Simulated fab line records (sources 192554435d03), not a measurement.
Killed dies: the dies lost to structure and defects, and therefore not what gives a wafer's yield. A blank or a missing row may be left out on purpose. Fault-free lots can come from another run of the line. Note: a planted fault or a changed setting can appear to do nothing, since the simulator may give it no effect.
fab line records -- flow n5-finfet
[record] lots = 10, wafers = 30, last-day = 20
route steps=1938 shown BEOL_M3@1008 BEOL_M4@1023 PASSIVATION@1936
lots that met no fault: from a run of the same line without faults
start-h: the number of hours between the record's first day and the start of the first shown wafer of the lot -- wait-h: hours elapsed since this lot's preceding step -- " the same as in the row above -- L1.1+2: several wafers, shown together as one row -- - value missing, or start not given -- * or withheld: withheld -- < > ~ a bound
route shown NAME@n: a module of which the file shows steps, and the number in the route of the first -- usual: average and standard deviation across the fault-free wafers -- same: alike in all rows -- chamber/n: place in a boat -- sites: the reading at each site -- _std_site: the standard deviation of these -- _edge_site: the outer-site mean with the inner-site mean subtracted -- radius-mm: for every site, how far away it sits from the centre of the wafer -- mask NAME#n: copy n -- behind: the tool/chamber that last shaped the wafer -- hold: why the lot was held/for how many hours/how that ended -- device: which transistor (n, p or np) failed to switch -- end of line: the same wafers' tests at the end of the route -- for a step that has no rows: nothing shown but its recipe -- killed: not the wafer's yield, but the dies lost to structure and defects at the first sort -- map: the dies of a wafer, with x for killed, . for not killed, _ for no die there
set.NAME: the run value of the setting; set.NAME@STEP: its run value at that earlier step -- model.NAME: the simulator's own value behind a step, which no gauge read
steps of the route over a sample of lots; a table a step, a row a wafer
services: when a tool's chamber went out of use (start-h, in hours from the record's first day, below 0 if earlier), for how many hours, and the reason
[[steps]]
[step N5_BEOL_M3_SPUTTER_94]
[recipe] material = Cu, target-thk-a = 45, temp-c = -20, chamber-pressure-pa = 0.07, power-w = withheld, time-s = 8.29
[usual] throttle-valve-pct = 30.4/1.5
lot.wafer,tool,chamber,start-h,wait-h,throttle-valve-pct
L900.1,pvd-sputter-03,-,178.28,0.1,32.4
L900.5,pvd-sputter-03,-,178.28,0.1,32.5
L900.6,pvd-sputter-03,-,178.28,0.1,29.4
L901.2,pvd-sputter-03,-,185.26,0.1,29.4
L901.3,pvd-sputter-03,-,185.26,0.1,30.0
L901.5,pvd-sputter-03,-,185.26,0.1,32.3
L902.4,pvd-sputter-01,-,192.19,0.1,29.7
L902.5,pvd-sputter-01,-,192.19,0.1,29.3
L902.6,pvd-sputter-01,-,192.19,0.1,32.9
L905.3,pvd-sputter-02,-,211.58,0.1,29.3
L905.4,pvd-sputter-02,-,211.58,0.1,29.5
L905.6,pvd-sputter-02,-,211.58,0.1,32.5
L910.1,pvd-sputter-03,-,247.40,0.1,32.5
L910.2,pvd-sputter-03,-,247.40,0.1,31.1
L910.5,pvd-sputter-03,-,247.40,0.1,29.3
L911.2,pvd-sputter-01,-,250.03,0.1,29.9
L911.4,pvd-sputter-01,-,250.03,0.1,29.5
L911.6,pvd-sputter-01,-,250.03,0.1,28.4
L914.1,pvd-sputter-01,-,289.60,0.1,29.3
L914.2,pvd-sputter-01,-,289.60,0.1,28.4
L914.6,pvd-sputter-01,-,289.60,0.1,29.8
L917.3,pvd-sputter-01,-,305.32,0.1,28.2
L917.4,pvd-sputter-01,-,305.32,0.1,29.5
L917.5,pvd-sputter-01,-,305.32,0.1,28.2
L916.2,pvd-sputter-01,-,313.84,0.1,28.2
L916.4,pvd-sputter-01,-,313.84,0.1,29.2
L916.6,pvd-sputter-01,-,313.84,0.1,29.8
L921.1,pvd-sputter-01,-,323.90,0.1,29.6
L921.4,pvd-sputter-01,-,323.90,0.1,28.5
L921.6,pvd-sputter-01,-,323.90,0.1,29.3
[step N5_BEOL_M3_RS_MEAS_58]
[recipe] thk-meas-gauge = four-point-probe, reads = Co_of_BEOL_M3_CO_CAP_55+Cu_of_BEOL_M3_ECD_50+Co_of_BEOL_M3_CVD_47+TaN_of_BEOL_M3_ALD_84
[usual] M3_RS = 0.69/0.033
lot.wafer,tool,chamber,start-h,wait-h,M3_RS[ohm/sq]
L900.1,film-metro-02,-,179.54,0.0,0.69
L900.5,film-metro-02,-,179.54,0.0,0.67
L900.6,film-metro-02,-,179.54,0.0,0.66
L901.2,film-metro-02,-,186.52,0.1,0.69
L901.3,film-metro-02,-,186.52,0.1,0.68
L901.5,film-metro-02,-,186.52,0.1,0.66
L902.4,film-metro-02,-,193.46,0.0,0.65
L902.5,film-metro-02,-,193.46,0.0,0.65
L902.6,film-metro-02,-,193.46,0.0,0.64
L905.3,film-metro-02,-,212.84,0.1,0.70
L905.4,film-metro-02,-,212.84,0.1,0.67
L905.6,film-metro-02,-,212.84,0.1,0.70
L910.1,film-metro-01,-,248.67,0.0,0.68
L910.2,film-metro-01,-,248.67,0.0,0.68
L910.5,film-metro-01,-,248.67,0.0,0.62
L911.2,film-metro-02,-,251.30,0.1,0.69
L911.4,film-metro-02,-,251.30,0.1,0.67
L911.6,film-metro-02,-,251.30,0.1,0.68
L914.1,film-metro-01,-,290.86,0.0,0.69
L914.2,film-metro-01,-,290.86,0.0,0.67
L914.6,film-metro-01,-,290.86,0.0,0.65
L917.3,film-metro-01,-,306.92,0.1,0.69
L917.4,film-metro-01,-,306.92,0.1,0.68
L917.5,film-metro-01,-,306.92,0.1,0.70
L916.2,film-metro-01,-,315.11,0.1,0.73
L916.4,film-metro-01,-,315.11,0.1,0.68
L916.6,film-metro-01,-,315.11,0.1,0.71
L921.1,film-metro-02,-,325.18,0.0,0.67
L921.4,film-metro-02,-,325.18,0.0,0.64
L921.6,film-metro-02,-,325.18,0.0,0.67
[step N5_BEOL_M4_PECVD_72]
[recipe] material = SiO2, target-thk-a = 160, temp-c = 400, precursor = TEOS/O2, pressure-torr = 5.5, rf-w = 450, teos-flow-sccm = 53.8, gas = O2, flow-sccm = 3000, time-s = 18
[usual] heater-power-w = 733/110, showerhead-plenum-p-Torr = 8.81/0.033, throttle-valve-pct = 22.7/1.6
lot.wafer,tool,chamber,start-h,wait-h,heater-power-w,showerhead-plenum-p-Torr,throttle-valve-pct
L900.1,pecvd-04,0,179.71,0.0,723,8.81,23.3
L900.5,pecvd-04,0,179.71,0.0,709,8.79,23.3
L900.6,pecvd-04,2,179.71,0.0,726,8.84,23.7
L901.2,pecvd-04,1,186.69,0.0,666,8.89,21.0
L901.3,pecvd-04,2,186.69,0.0,668,8.84,23.2
L901.5,pecvd-04,0,186.69,0.0,599,8.81,23.3
L902.4,pecvd-03,1,193.64,0.1,842,8.79,22.2
L902.5,pecvd-03,0,193.64,0.1,817,8.77,24.6
L902.6,pecvd-03,2,193.64,0.1,736,8.78,21.0
L905.3,pecvd-02,0,213.01,0.0,610,8.79,24.6
L905.4,pecvd-02,1,213.01,0.0,713,8.80,23.7
L905.6,pecvd-02,2,213.01,0.0,709,8.81,20.6
L910.1,pecvd-03,2,248.84,0.0,699,8.77,20.8
L910.2,pecvd-03,1,248.84,0.0,943,8.79,22.2
L910.5,pecvd-03,1,248.84,0.0,937,8.82,22.5
L911.2,pecvd-02,2,251.46,0.0,678,8.81,20.8
L911.4,pecvd-02,0,251.46,0.0,520,8.80,24.6
L911.6,pecvd-02,1,251.46,0.0,661,8.83,23.8
L914.1,pecvd-03,0,291.03,0.0,702,8.77,24.7
L914.2,pecvd-03,1,291.03,0.0,813,8.83,22.3
L914.6,pecvd-03,1,291.03,0.0,821,8.78,22.3
L917.3,pecvd-03,1,307.08,0.0,905,8.80,22.2
L917.4,pecvd-03,0,307.08,0.0,805,8.78,24.9
L917.5,pecvd-03,1,307.08,0.0,895,8.78,22.5
L916.2,pecvd-02,0,315.27,0.0,500,8.82,24.5
L916.4,pecvd-02,0,315.27,0.0,503,8.84,24.6
L916.6,pecvd-02,2,315.27,0.0,756,8.80,20.9
L921.1,pecvd-02,1,325.35,0.0,693,8.81,24.0
L921.4,pecvd-02,1,325.35,0.0,670,8.81,23.7
L921.6,pecvd-02,0,325.35,0.0,580,8.80,24.4
[step N5_BEOL_M4_COAT_61]
[recipe] resist = SOC, temp-c = 250, time-s = 60, spin-rpm = 1500, resist-thk-nm = 60
[usual] heater-power-total-W = 500.4/1.9, run-length-s = 66.28/0.24
lot.wafer,tool,chamber,start-h,wait-h,heater-power-total-W,run-length-s
L900.1,litho-track-03,0,180.66,0.1,498.3,66.43
L900.5,litho-track-03,0,180.66,0.1,499.3,66.29
L900.6,litho-track-03,0,180.66,0.1,498.9,66.33
L901.2,litho-track-02,0,189.47,0.1,499.6,66.55
L901.3,litho-track-02,0,189.47,0.1,503.2,66.40
L901.5,litho-track-02,0,189.47,0.1,502.0,66.48
L902.4,litho-track-02,0,195.89,0.1,500.7,66.57
L902.5,litho-track-02,0,195.89,0.1,499.0,66.42
L902.6,litho-track-02,0,195.89,0.1,498.0,66.51
L905.3,litho-track-02,0,214.03,0.1,501.2,66.42
L905.4,litho-track-02,0,214.03,0.1,675.6,43.74
L905.6,litho-track-02,0,214.03,0.1,500.6,66.47
L910.1,litho-track-03,0,250.96,0.1,497.3,66.49
L910.2,litho-track-03,0,250.96,0.1,501.5,66.40
L910.5,litho-track-03,0,250.96,0.1,498.2,66.34
L911.2,litho-track-02,0,251.67,0.1,500.4,66.71
L911.4,litho-track-02,0,251.67,0.1,667.3,43.95
L911.6,litho-track-02,0,251.67,0.1,502.1,66.43
L914.1,litho-track-01,0,291.84,0.1,502.7,65.84
L914.2,litho-track-01,0,291.84,0.1,502.9,66.19
L914.6,litho-track-01,0,291.84,0.1,500.1,65.82
L917.3,litho-track-01,0,307.84,0.1,500.7,65.81
L917.4,litho-track-01,0,307.84,0.1,499.8,65.84
L917.5,litho-track-01,0,307.84,0.1,497.5,66.04
L916.2,litho-track-02,0,316.24,0.1,501.1,66.49
L916.4,litho-track-02,0,316.24,0.1,498.6,66.50
L916.6,litho-track-02,0,316.24,0.1,497.6,66.49
L921.1,litho-track-03,0,326.12,0.1,500.7,66.24
L921.4,litho-track-03,0,326.12,0.1,503.0,66.55
L921.6,litho-track-03,0,326.12,0.1,502.2,66.39
[step N5_BEOL_M4_RC_MEAS_101]
[usual] DIBL_N = 36.3/1.2, DIBL_P = 36.3/1.4, IOFF_N = 0.160/0.02, IOFF_P = 0.210/0.025, ION_N = 675/9.5, ION_P = 462/7, SS_N = 71.5/0.53, SS_P = 73.4/0.55, VT_N = 249.5/2.6, VT_P = -250.1/2.9
lot.wafer,tool,chamber,start-h,wait-h,DIBL_N[mV/V],DIBL_P[mV/V],IOFF_N[nA/um],IOFF_P[nA/um],ION_N[uA/um],ION_P[uA/um],SS_N[mV/dec],SS_P[mV/dec],VT_N[mV],VT_P[mV]
L900.1,prober-01,0,191.57,0.0,34.6,33.6,0.135,0.161,666,450,72.3,72.7,252.2,-252.7
L900.5,prober-01,0,191.57,0.0,34.2,32.9,0.121,0.154,663,452,71.7,73.2,251.1,-256.1
L900.6,prober-01,0,191.57,0.0,36.5,36.7,0.167,0.203,674,462,72.4,73.9,250.2,-251.2
L901.2,prober-02,0,210.61,0.2,36.3,34.9,0.153,0.215,677,470,71.7,73.4,250.1,-252.6
L901.3,prober-02,0,210.61,0.2,34.5,32.6,0.122,0.183,668,466,70.6,73.0,249.7,-251.5
L901.5,prober-02,0,210.61,0.2,35.9,34.7,0.137,0.208,664,461,70.9,74.0,249.9,-249.6
L902.4,prober-01,0,210.98,0.5,35.4,37.2,0.147,0.184,676,449,71.5,72.9,252.4,-253.0
L902.5,prober-01,0,210.98,0.5,35.3,36.7,0.145,0.182,670,456,71.5,73.2,252.5,-253.3
L902.6,prober-01,0,210.98,0.5,35.5,36.8,0.142,0.176,670,454,72.1,73.9,255.6,-251.6
L905.3,prober-01,0,221.34,0.3,37.9,36.3,0.179,0.211,692,467,71.9,73.8,249.8,-250.3
L905.4,prober-01,0,221.34,0.3,37.2,37.1,0.172,0.231,684,469,71.8,73.4,250.0,-247.6
L905.6,prober-01,0,221.34,0.3,36.4,35.5,0.152,0.203,677,462,72.2,73.8,251.3,-250.0
L910.1,prober-02,0,282.97,0.0,35.2,34.7,0.131,0.185,658,450,71.7,73.8,254.0,-251.0
L910.2,prober-02,0,282.97,0.0,35.2,36.1,0.147,0.210,684,468,70.9,73.9,251.6,-248.5
L910.5,prober-02,0,282.97,0.0,36.1,36.3,0.147,0.188,664,453,71.8,73.7,252.1,-253.5
L911.2,prober-02,0,287.95,0.2,36.9,36.0,0.189,0.241,691,476,72.0,73.2,243.7,-246.1
L911.4,prober-02,0,287.95,0.2,36.4,36.5,0.184,0.248,687,469,71.9,73.6,244.9,-246.3
L911.6,prober-02,0,287.95,0.2,35.2,34.8,0.161,0.212,682,465,71.8,73.0,248.2,-247.9
L914.1,prober-01,0,317.22,0.0,36.4,36.7,0.158,0.191,683,464,72.2,73.5,251.5,-252.5
L914.2,prober-01,0,317.22,0.0,35.2,36.0,0.150,0.186,678,459,72.1,72.6,249.7,-253.6
L914.6,prober-01,0,317.22,0.0,37.0,38.2,0.183,0.222,688,469,72.0,74.2,247.0,-250.8
L917.3,prober-02,0,338.46,0.3,36.9,37.5,0.162,0.215,668,463,71.9,73.5,250.5,-248.9
L917.4,prober-02,0,338.46,0.3,39.5,40.0,0.206,0.265,685,464,71.7,74.6,248.3,-246.1
L917.5,prober-02,0,338.46,0.3,38.2,38.9,0.186,0.236,674,457,71.6,74.7,249.9,-248.1
L916.2,prober-02,0,341.08,0.2,37.2,34.9,0.162,0.192,673,456,71.7,73.2,248.4,-251.6
L916.4,prober-02,0,341.08,0.2,35.2,33.0,0.126,0.172,674,459,71.4,73.3,256.2,-251.6
L916.6,prober-02,0,341.08,0.2,37.3,35.3,0.164,0.212,678,460,71.6,73.9,250.0,-249.3
L921.1,prober-02,0,363.29,0.0,35.3,36.4,0.154,0.208,679,472,71.6,72.7,247.8,-249.9
L921.4,prober-02,0,363.29,0.0,34.8,34.8,0.143,0.183,683,466,70.8,72.7,248.7,-250.5
L921.6,prober-02,0,363.29,0.0,34.6,35.8,0.151,0.206,691,466,71.3,72.1,250.1,-247.9
[step N5_PASSIVATION_PROBE_49]
[usual] defect-limited-yield = 90.9/1.3, killed_at_M0_to_M3 = 36/11, killed_at_M4_up = 13/5.1, killed-at-contacts = 14/4.9, killed-at-front-end = 41/10, killed-at-other = 3.4/2.6, killed-dies = 107/16, killed-on-rim = 14/4, killed-open = 70/11, killed-short = 36/7.8, sort_bin_5_function = 5.4/0.84, sort_bin_6_memory = 3.4/0.67, sort_bin_8_speed = 0.00/0.0099, sort-n-pass = 1073/16, sort-yield-pct = 90.9/1.3
[same] gross-dies = 1180, killed-at-back-side = 0, sort_bin_4_leakage[%] = 0
lot.wafer,tool,chamber,start-h,wait-h,defect-limited-yield[%],killed_at_M0_to_M3,killed_at_M4_up,killed-at-contacts,killed-at-front-end,killed-at-other,killed-dies,killed-on-rim,killed-open,killed-short,sort_bin_5_function[%],sort_bin_6_memory[%],sort_bin_8_speed[%],sort-n-pass,sort-yield-pct[%]
L900.1,prober-01,-,312.78,0.0,89.9,45,14,14,43,3,119,17,74,45,5.1,4.6,0,1061,89.9
L900.5,prober-01,-,312.98,0.2,90.7,46,15,12,34,3,110,15,72,36,5.6,3.0,0,1070,90.7
L900.6,prober-01,-,313.03,0.3,89.4,46,12,15,43,9,125,16,78,43,5.5,4.9,0,1055,89.4
L902.4,prober-02,-,331.51,0.2,92.5,22,6,6,50,5,89,8,60,28,4.3,3.1,0,1091,92.5
L902.5,prober-02,-,331.56,0.2,90.3,34,12,15,52,2,115,15,77,36,5.4,3.9,0,1065,90.3
L902.6,prober-02,-,331.61,0.3,93.5,20,9,7,39,2,77,7,50,25,4.6,1.7,0,1103,93.5
L905.3,prober-02,-,347.58,0.1,89.7,39,7,11,62,2,121,19,78,41,5.8,3.7,0,1059,89.7
L905.4,prober-02,-,347.63,0.2,90.4,40,7,11,53,2,113,11,63,49,5.9,3.1,0,1067,90.4
L905.6,prober-02,-,347.73,0.3,91.9,38,8,14,36,0,96,10,60,36,5.3,2.6,0,1084,91.9
L911.2,prober-02,-,393.96,0.1,89.6,42,17,16,45,3,123,18,81,40,5.8,4.3,0,1057,89.6
L911.4,prober-02,-,394.06,0.2,92.3,35,11,11,30,4,91,12,61,28,4.7,2.5,0,1089,92.3
L911.6,prober-02,-,394.16,0.3,90.8,50,15,8,36,0,109,21,71,34,5.6,3.4,0,1071,90.8
L914.1,prober-02,-,423.74,0.0,93.6,21,12,7,35,1,76,12,50,26,4.2,2.2,0,1104,93.6
L914.2,prober-02,-,423.79,0.1,89.4,41,25,24,30,5,125,11,80,43,6.4,3.6,0,1055,89.4
L914.6,prober-02,-,423.99,0.3,90.4,44,24,12,24,9,113,15,65,42,5.3,3.3,0,1067,90.4
L917.3,prober-01,-,462.46,0.1,91.4,36,10,11,40,4,101,18,74,26,5.9,2.4,0,1079,91.4
L917.4,prober-01,-,462.51,0.2,90.3,48,7,15,42,3,115,21,79,34,5.3,4.1,0,1065,90.3
L917.5,prober-01,-,462.56,0.2,87.3,66,12,16,49,7,150,13,92,56,6.9,4.8,0,1030,87.3
// killed by level:class
L900.1 STI_FIN_REVEAL:geometric-particle:open=12 MOL_CONTACT_COAG:geometric-particle:open=11 BEOL_M1:geometric-particle:open=8 BEOL_M0_SAQP:geometric-particle:short=8 FIN_SAQP:geometric-particle:short=7 BEOL_M3:geometric-particle:short=7 FIN_SAQP:geometric-particle:open=6 BEOL_M0_SAQP:geometric-particle:open=6
L900.5 BEOL_M0_SAQP:geometric-particle:short=13 MOL_CONTACT_COAG:geometric-particle:open=11 BEOL_M3:geometric-particle:open=10 DUMMY_GATE:geometric-particle:open=7 BEOL_M4:geometric-particle:open=7 STARTING-WAFER:geometric-particle:open=6 GATE_CUT:geometric-particle:short=5 BEOL_M0_SAQP:geometric-particle:open=5
L900.6 STI_FIN_REVEAL:geometric-particle:open=17 MOL_CONTACT_COAG:geometric-particle:open=13 BEOL_M1:geometric-particle:open=10 BEOL_M0_SAQP:geometric-particle:open=7 BEOL_M0_SAQP:geometric-particle:short=7 BEOL_M3:geometric-particle:short=7 BEOL_M3:geometric-particle:open=6 FIN_SAQP:geometric-particle:short=5
L902.4 STI_FIN_REVEAL:geometric-particle:open=10 DUMMY_GATE:geometric-particle:open=9 GATE_CUT:geometric-particle:short=7 GATE_CUT:geometric-particle:open=7 BEOL_M2:geometric-particle:open=7 MOL_CONTACT_COAG:geometric-particle:open=6 BEOL_M0_SAQP:geometric-particle:short=5 STARTING-WAFER:geometric-particle:open=5
L902.5 MOL_CONTACT_COAG:geometric-particle:open=12 GATE_CUT:geometric-particle:open=11 BEOL_M3:geometric-particle:open=9 BEOL_M0_SAQP:geometric-particle:short=8 BEOL_M0_SAQP:geometric-particle:open=8 FIN_SAQP:geometric-particle:open=7 STI_FIN_REVEAL:geometric-particle:open=7 FIN_SAQP:geometric-particle:short=4
L902.6 FIN_SAQP:geometric-particle:open=8 DUMMY_GATE:geometric-particle:open=8 BEOL_M2:geometric-particle:open=8 BEOL_M3:geometric-particle:open=6 GATE_CUT:geometric-particle:short=5 MOL_CONTACT_COAG:geometric-particle:open=4 FIN_SAQP:geometric-particle:short=3 STI_FIN_REVEAL:geometric-particle:open=3
L905.3 STI_FIN_REVEAL:geometric-particle:open=22 FIN_SAQP:geometric-particle:short=12 BEOL_M0_SAQP:geometric-particle:short=12 BEOL_M0_SAQP:geometric-particle:open=12 MOL_CONTACT_COAG:geometric-particle:open=9 FIN_SAQP:geometric-particle:open=6 BEOL_M2:geometric-particle:open=6 GATE_CUT:geometric-particle:open=5
L905.4 STI_FIN_REVEAL:geometric-particle:open=14 FIN_SAQP:geometric-particle:short=12 BEOL_M0_SAQP:geometric-particle:short=9 MOL_CONTACT_COAG:geometric-particle:open=7 BEOL_M2:geometric-particle:open=7 GATE_CUT:geometric-particle:open=6 BEOL_M0_SAQP:geometric-particle:open=6 ILD0:geometric-particle:short=5
L905.6 BEOL_M2:geometric-particle:open=15 STI_FIN_REVEAL:geometric-particle:open=12 MOL_CONTACT_COAG:geometric-particle:open=8 BEOL_M0_SAQP:geometric-particle:open=7 MOL_CONTACT_COAG:geometric-particle:short=6 BEOL_M0_SAQP:geometric-particle:short=6 FIN_SAQP:geometric-particle:short=4 DUMMY_GATE:geometric-particle:open=4
L911.2 MOL_CONTACT_COAG:geometric-particle:open=14 FIN_SAQP:geometric-particle:open=10 BEOL_M1:geometric-particle:open=8 BEOL_M0_SAQP:geometric-particle:short=7 FIN_SAQP:geometric-particle:short=6 GATE_CUT:geometric-particle:open=6 DUMMY_GATE:geometric-particle:open=5 BEOL_M0_SAQP:geometric-particle:open=5
L911.4 MOL_CONTACT_COAG:geometric-particle:open=8 FIN_SAQP:geometric-particle:open=7 FIN_SAQP:geometric-particle:short=6 BEOL_M4:geometric-particle:open=6 BEOL_M0:geometric-particle:open=5 BEOL_M0_SAQP:geometric-particle:short=5 BEOL_M1:geometric-particle:open=5 STI_FIN_REVEAL:geometric-particle:open=4
L911.6 BEOL_M0_SAQP:geometric-particle:open=12 BEOL_M0_SAQP:geometric-particle:short=12 BEOL_M3:geometric-particle:open=10 BEOL_M2:geometric-particle:open=9 STI_FIN_REVEAL:geometric-particle:open=7 FIN_SAQP:geometric-particle:open=5 FIN_SAQP:geometric-particle:short=5 MOL_CONTACT_COAG:geometric-particle:open=5
L914.1 STI_FIN_REVEAL:geometric-particle:open=11 BEOL_M0_SAQP:geometric-particle:open=7 FIN_SAQP:geometric-particle:open=5 MOL_CONTACT_COAG:geometric-particle:open=5 BEOL_M0_SAQP:geometric-particle:short=5 BEOL_M1:geometric-particle:open=4 GATE_CUT:geometric-particle:short=3 BEOL_M4:geometric-particle:short=3
L914.2 MOL_CONTACT_COAG:geometric-particle:open=21 BEOL_M0_SAQP:geometric-particle:short=15 BEOL_M0_SAQP:geometric-particle:open=10 STI_FIN_REVEAL:geometric-particle:open=8 BEOL_M4:geometric-particle:open=6 BEOL_M1:geometric-particle:open=5 BEOL_M2:geometric-particle:open=5 FIN_SAQP:geometric-particle:short=4
L914.6 BEOL_M0_SAQP:geometric-particle:short=13 BEOL_M0_SAQP:geometric-particle:open=13 BEOL_M2:geometric-particle:open=8 BEOL_M5:geometric-particle:open=8 MOL_CONTACT_COAG:geometric-particle:open=7 BEOL_M5:geometric-particle:short=6 MOL_CONTACT_COAG:geometric-particle:short=5 HKMG_FIN:area-etch=5
L917.3 BEOL_M0_SAQP:geometric-particle:open=12 STI_FIN_REVEAL:geometric-particle:open=10 FIN_SAQP:geometric-particle:open=8 DUMMY_GATE:geometric-particle:open=8 MOL_CONTACT_COAG:geometric-particle:open=8 BEOL_M2:geometric-particle:open=7 BEOL_M1:geometric-particle:open=6 FIN_SAQP:geometric-particle:short=5
L917.4 BEOL_M0_SAQP:geometric-particle:open=15 BEOL_M0_SAQP:geometric-particle:short=12 MOL_CONTACT_COAG:geometric-particle:open=10 STI_FIN_REVEAL:geometric-particle:open=9 FIN_SAQP:geometric-particle:open=8 DUMMY_GATE:geometric-particle:open=8 BEOL_M1:geometric-particle:open=8 BEOL_M2:geometric-particle:open=7
L917.5 FIN_SAQP:geometric-particle:open=16 BEOL_M0_SAQP:geometric-particle:short=16 BEOL_M0_SAQP:geometric-particle:open=14 BEOL_M2:geometric-particle:short=13 FIN_SAQP:geometric-particle:short=10 DUMMY_GATE:geometric-particle:open=10 MOL_CONTACT_COAG:geometric-particle:open=10 BEOL_M1:geometric-particle:open=9
[[services]]
tool,chamber,start-h,hours,kind
pecvd-03,-,178.18,2.7,repair
litho-track-02,-,185.61,-,consumable-replace:filter
pecvd-04,2,202.38,-,clean
pecvd-04,2,202.38,-,consumable-replace:showerhead
pecvd-04,2,202.38,29.0,scheduled-down
pecvd-04,2,202.38,29.0,vent-cycle
pecvd-04,0,212.20,5.5,scheduled-down
pecvd-04,1,224.13,2.1,scheduled-down
pecvd-02,2,255.76,6.7,repair
litho-track-02,-,268.20,-,consumable-replace:filter
pecvd-03,1,271.19,2.1,repair
pecvd-03,0,276.97,8.1,repair
pecvd-04,0,284.53,2.1,scheduled-down
pecvd-04,-,289.99,14.6,pm
pecvd-04,-,309.82,0.5,repair
[[key]]
[first-sign] step = N5_BEOL_M4_COAT_61, reading = run-length-s, direction = down, sigmas = 92, usual = *, struck = *
[effect] step = N5_BEOL_M4_COAT_61, reading = heater-power-total-W, direction = up, sigmas = 92, usual = *, struck = *
met-at N5_BEOL_M4_COAT_61
struck-lots L905,L911
struck-wafers L905.4,L911.4
not-acting-at N5_BEOL_M3_SPUTTER_94,N5_BEOL_M3_RS_MEAS_58,N5_BEOL_M4_PECVD_72
onset-between 195.89 214.03
[fault] kind = process-parameter-drift, tool = litho-track-02, chamber = -, onset-h = 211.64, steps = N5_BEOL_M4_COAT_61, channel = time-s, offset = *, shape = step, end-h = 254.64, scope = struck-wafers-only, acts-in = *, stated = *
